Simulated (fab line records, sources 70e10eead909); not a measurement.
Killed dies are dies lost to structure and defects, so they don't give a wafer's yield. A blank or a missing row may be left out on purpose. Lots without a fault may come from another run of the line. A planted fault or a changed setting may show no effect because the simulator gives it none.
Which tool did it? | flow nand_harc | 13 lots, 39 wafers sampled, at 4 steps of a route of 1159

WHAT THE GAUGES READ, wafer by wafer
NHARC_A_M0_INSPECT_27. Usual: raw_defect_count 442, standard deviation 120.
lot  | measured     | on                | raw_defect_count | flag
L592 | day 18 00:11 | defect_inspect-01 | 244 233 381      |
L595 | day 19 00:44 | defect_inspect-01 | 319 340 490      |
L594 | day 19 15:49 | defect_inspect-01 | 523 324 536      |
L596 | day 19 20:30 | defect_inspect-01 | 356 375 342      |
L598 | day 19 20:49 | defect_inspect-02 | 485 680 333      |
L599 | day 20 00:54 | defect_inspect-01 | 307 408 424      |
L597 | day 20 02:07 | defect_inspect-02 | 325 379 445      |
L602 | day 20 17:30 | defect_inspect-01 | 466 464 368      |
L600 | day 20 17:45 | defect_inspect-02 | 483 532 687      |
L601 | day 20 22:01 | defect_inspect-02 | 451 341 469      |
L609 | day 23 00:08 | defect_inspect-02 | 475 395 362      |
L610 | day 23 12:34 | defect_inspect-02 | 485 437 388      |
L611 | day 23 19:50 | defect_inspect-01 | 300 307 280      |

NHARC_END_SORT_01. Usual: defect_limited_yield 95.5 %, standard deviation 1.8; killed_at_array 27, standard deviation 11; killed_at_other 0.6, standard deviation 1; killed_at_periphery 3.0, standard deviation 2.1; killed_dies 31, standard deviation 12; killed_open 3.2, standard deviation 1.7; killed_short 1.7, standard deviation 1.4; sort_bin_2_pct 1.4 %, standard deviation 0.68; sort_bin_3_pct 0.25 %, standard deviation 0.2; sort_bin_4_pct 2.9 %, standard deviation 1.2; sort_n_pass 646, standard deviation 12; sort_rim_yield_pct 95.7 %, standard deviation 2.8; sort_yield_pct 95.5 %, standard deviation 1.8.
lot  | measured     | on        | defect_limited_yield (%) | killed_at_array | killed_at_other | killed_at_periphery | killed_dies | killed_open | killed_short | sort_bin_2_pct (%) | sort_bin_3_pct (%) | sort_bin_4_pct (%) | sort_n_pass | sort_rim_yield_pct (%) | sort_yield_pct (%) | flag
L592 | day 20 04:47 | prober-02 | 97.0 97.6 97.0           | 18 15 18        | 0 0 0           | 2 1 2               | 20 16 20    | 3 2 7       | 2 1 1        | 0.7 0.7 1.2        | 0.44 0.15 0        | 1.8 1.5 1.8        | 657 661 657 | 98.1 97.2 100.0        | 97.0 97.6 97.0     |
L595 | day 21 03:04 | prober-01 | 96.5 97.9 96.6           | 20 14 21        | 0 0 0           | 4 0 2               | 24 14 23    | 4 0 2       | 4 1 1        | 1.3 0.3 1.0        | 0.44 0.30 0        | 1.8 1.5 2.4        | 653 663 654 | 94.3 99.1 97.2         | 96.5 97.9 96.6     |
L594 | day 21 17:43 | prober-02 | 95.3 94.8 96.3           | 30 31 22        | 1 0 1           | 1 4 2               | 32 35 25    | 3 4 3       | 2 2 4        | 1.0 1.2 1.0        | 0.30 0.15 0.15     | 3.4 3.8 2.5        | 645 642 652 | 93.4 93.4 97.2         | 95.3 94.8 96.3     |
L596 | day 21 12:30 | prober-01 | 95.4 95.9 97.3           | 28 24 14        | 1 0 1           | 2 4 3               | 31 28 18    | 3 4 3       | 2 1 0        | 1.2 1.8 0.9        | 0.15 0.15 0        | 3.2 2.2 1.8        | 646 649 659 | 94.3 92.5 96.2         | 95.4 95.9 97.3     |
L598 | day 21 10:00 | prober-02 | 95.0 96.3 95.9           | 32 24 25        | 0 0 1           | 2 1 2               | 34 25 28    | 7 3 2       | 0 2 2        | 1.0 0.9 1.0        | 0.74 0.15 0.30     | 3.2 2.7 2.8        | 643 652 649 | 89.6 92.5 93.4         | 95.0 96.3 95.9     |
L599 | day 21 18:46 | prober-01 | 97.6 98.4 98.5           | 15 9 8          | 0 0 1           | 1 2 1               | 16 11 10    | 3 3 1       | 2 1 1        | 0.7 0.1 0.1        | 0.15 0.15 0        | 1.5 1.3 1.3        | 661 666 667 | 99.1 100.0 99.1        | 97.6 98.4 98.5     |
L597 | day 22 02:11 | prober-02 | 95.1 94.8 95.6           | 29 28 27        | 1 0 0           | 3 7 3               | 33 35 30    | 2 3 2       | 3 3 1        | 1.6 1.6 1.9        | 0.44 0.30 0.30     | 2.8 3.2 2.2        | 644 642 647 | 99.1 96.2 96.2         | 95.1 94.8 95.6     |
L602 | day 22 09:09 | prober-02 | 5.5 5.3 4.7              | 639 639 643     | 0 0 0           | 1 2 2               | 640 641 645 | 1 4 3       | 1 0 1        | 93.1 93.5 94.1     | 0 0.15 0.30        | 1.5 1.0 0.9        | 37 36 32    | 22.6 1.9 2.8           | 5.5 5.3 4.7        | OFF
L600 | day 22 08:10 | prober-01 | 3.7 5.5 3.8              | 649 637 645     | 1 1 0           | 2 2 6               | 652 640 651 | 5 2 4       | 0 0 3        | 94.1 92.2 93.2     | 0.44 0.15 0.30     | 1.8 2.2 2.7        | 25 37 26    | 0 0 0                  | 3.7 5.5 3.8        | OFF
L601 | day 22 16:02 | prober-01 | 4.9 3.7 4.3              | 640 649 643     | 0 0 0           | 4 3 5               | 644 652 648 | 4 0 4       | 1 0 5        | 90.8 91.9 90.0     | 0 0.15 0.59        | 4.3 4.3 5.2        | 33 25 29    | 4.7 13.2 14.2          | 4.9 3.7 4.3        | OFF
L609 | day 24 12:21 | prober-01 | 91.9 92.2 92.6           | 49 50 45        | 0 1 0           | 6 2 5               | 55 53 50    | 5 2 6       | 1 3 2        | 2.1 2.5 1.9        | 0.15 0.30 0.15     | 5.9 5.0 5.3        | 622 624 627 | 93.4 93.4 88.7         | 91.9 92.2 92.6     |
L610 | day 25 01:40 | prober-01 | 91.7 93.1 92.3           | 54 42 46        | 0 0 0           | 2 5 6               | 56 47 52    | 2 5 3       | 0 1 0        | 2.7 2.5 3.1        | 0.59 0.30 0.30     | 5.0 4.1 4.3        | 621 630 625 | 96.2 95.3 94.3         | 91.7 93.1 92.3     |
L611 | day 25 12:46 | prober-02 | 96.8 95.9 95.4           | 19 23 26        | 1 4 3           | 2 1 2               | 22 28 31    | 6 0 6       | 1 2 0        | 1.2 1.3 1.5        | 0.15 0.44 0        | 1.9 2.4 3.1        | 655 649 646 | 95.3 97.2 100.0        | 96.8 95.9 95.4     |

WHICH TOOL RAN EACH LOT (tool, then ch and the chambers of the sampled wafers, then the start)
lot  | NHARC_A_M0_STRIP_18                | NHARC_A_M0_PVD_21
L592 | rie_diel-13 ch 2,3, day 17 22:01   | pvd_sputter-03, day 18 00:11 or earlier
L595 | rie_diel-07 ch 0,1, day 18 22:38   | pvd_sputter-01, day 19 00:44 or earlier
L594 | rie_diel-13 ch 0,2, day 19 13:37   | pvd_sputter-01, day 19 15:49 or earlier
L596 | rie_diel-09 ch 0,2,3, day 19 17:46 | pvd_sputter-02, day 19 20:30 or earlier
L598 | rie_diel-13 ch 0,1,2, day 19 18:07 | pvd_sputter-02, day 19 20:49 or earlier
L599 | rie_diel-07 ch 0,2,3, day 19 22:51 | pvd_sputter-01, day 20 00:54 or earlier
L597 | rie_diel-07 ch 2,3, day 19 23:30   | pvd_sputter-03, day 20 02:07 or earlier
L602 | rie_diel-09 ch 0,1, day 20 15:24   | pvd_sputter-01, day 20 17:30 or earlier
L600 | rie_diel-13 ch 1,2,3, day 20 15:39 | pvd_sputter-03, day 20 17:45 or earlier
L601 | rie_diel-07 ch 0,2, day 20 19:53   | pvd_sputter-02, day 20 22:01 or earlier
L609 | rie_diel-07 ch 1,2,3, day 22 22:02 | pvd_sputter-02, day 23 00:08 or earlier
L610 | rie_diel-13 ch 0,2, day 23 10:30   | pvd_sputter-03, day 23 12:34 or earlier
L611 | rie_diel-13 ch 0,2,3, day 23 17:44 | pvd_sputter-02, day 23 19:50 or earlier
- NHARC_A_M0_STRIP_18: strips in N2/H2.
- NHARC_A_M0_PVD_21: deposits Cu, target thk 30 nm, time 20.49 s.

WHAT THE TOOLS THEMSELVES READ (means of the sampled wafers that have a number; where no wafer has one, the mark that the record gives instead)
NHARC_A_M0_STRIP_18. Usual: chamber_pressure_mTorr 30.002 mTorr, standard deviation 0.027; drypump_motor_current_A 5.8 A, standard deviation 0.4; oes_product_au 0.999 a.u., standard deviation 0.01; rf_fwd_power_W 997 W, standard deviation 3; rf_vpp_V 90.3 V, standard deviation 0.93; showerhead_plenum_p_Torr 1.98 Torr, standard deviation 0.074; throttle_valve_pct 14.171 %, standard deviation 0.0096.
lot  | tool        | chamber_pressure_mTorr (mTorr) | drypump_motor_current_A (A) | oes_product_au (a.u.) | rf_fwd_power_W (W) | rf_vpp_V (V) | showerhead_plenum_p_Torr (Torr) | throttle_valve_pct (%) | flag
L592 | rie_diel-13 | 29.994                         | 5.5                         | 0.998                 | 997                | 90.9         | 2.00                            | 14.174                 |
L595 | rie_diel-07 | 30.008                         | 5.7                         | 1.001                 | 1001               | 89.7         | 1.98                            | 14.166                 |
L594 | rie_diel-13 | 29.985                         | 5.6                         | 1.003                 | 997                | 89.6         | 1.91                            | 14.169                 |
L596 | rie_diel-09 | 30.028                         | 6.0                         | 1.000                 | 997                | 90.2         | 2.00                            | 14.165                 |
L598 | rie_diel-13 | 29.994                         | 5.7                         | 1.000                 | 999                | 89.9         | 1.95                            | 14.174                 |
L599 | rie_diel-07 | 29.996                         | 5.5                         | 0.995                 | 998                | 90.1         | 1.95                            | 14.176                 |
L597 | rie_diel-07 | 30.019                         | 5.3                         | 1.007                 | 1000               | 90.6         | 1.96                            | 14.170                 |
L602 | rie_diel-09 | -                              | -                           | -                     | -                  | -            | -                               | -                      | OFF
L600 | rie_diel-13 | -                              | -                           | -                     | -                  | -            | -                               | -                      | OFF
L601 | rie_diel-07 | -                              | -                           | -                     | -                  | -            | -                               | -                      | OFF
L609 | rie_diel-07 | 29.999                         | 5.5                         | 0.995                 | 998                | 91.1         | 1.98                            | 14.179                 |
L610 | rie_diel-13 | 30.001                         | 5.6                         | 0.992                 | 996                | 89.7         | 1.91                            | 14.160                 |
L611 | rie_diel-13 | 30.010                         | 5.4                         | 0.989                 | 998                | 89.9         | 2.00                            | 14.182                 |

NHARC_A_M0_PVD_21. Usual: throttle_valve_pct 29.4 %, standard deviation 0.96.
lot  | tool           | throttle_valve_pct (%) | flag
L592 | pvd_sputter-03 | 29.4                   |
L595 | pvd_sputter-01 | 30.0                   |
L594 | pvd_sputter-01 | 29.3                   |
L596 | pvd_sputter-02 | 28.6                   |
L598 | pvd_sputter-02 | 28.4                   |
L599 | pvd_sputter-01 | 29.7                   |
L597 | pvd_sputter-03 | 29.4                   |
L602 | pvd_sputter-01 | 28.8                   |
L600 | pvd_sputter-03 | 30.3                   |
L601 | pvd_sputter-02 | 28.1                   |
L609 | pvd_sputter-02 | 28.5                   |
L610 | pvd_sputter-03 | 30.2                   |
L611 | pvd_sputter-02 | 28.7                   |

THE ANSWER, worked out from the rows above alone
Rule: a lot is off if the mean of its wafers that have a number lies more than 3 standard deviations from the usual mean. A lot without any number at a reading at which 4 lots or more have one is off too. The other lots that the step has rows for count as sound. The gauges are gone through in route order, then the tools' own readings, and for those a lot's mean is taken as printed above. The first step at which some lot is off is used, and at that step the reading that is off furthest; a lot without a number counts as furthest.
Off: L602, L600, L601, at NHARC_END_SORT_01 (sort_bin_2_pct).
A tool fits if, at a process step before that reading, it ran every lot that is off, and no sound lot after the first of them. The gauges at NHARC_END_SORT_01 aren't tried: what is off there is off at NHARC_A_M0_STRIP_18 too, on other tools, and a gauge's error can't cause that. NHARC_A_M0_PVD_21 gives no start for some lots, so the hours and the order of its lots are those of NHARC_A_M0_INSPECT_27. None of those tried fits.

WHAT THE SIMULATOR HAD PUT IN
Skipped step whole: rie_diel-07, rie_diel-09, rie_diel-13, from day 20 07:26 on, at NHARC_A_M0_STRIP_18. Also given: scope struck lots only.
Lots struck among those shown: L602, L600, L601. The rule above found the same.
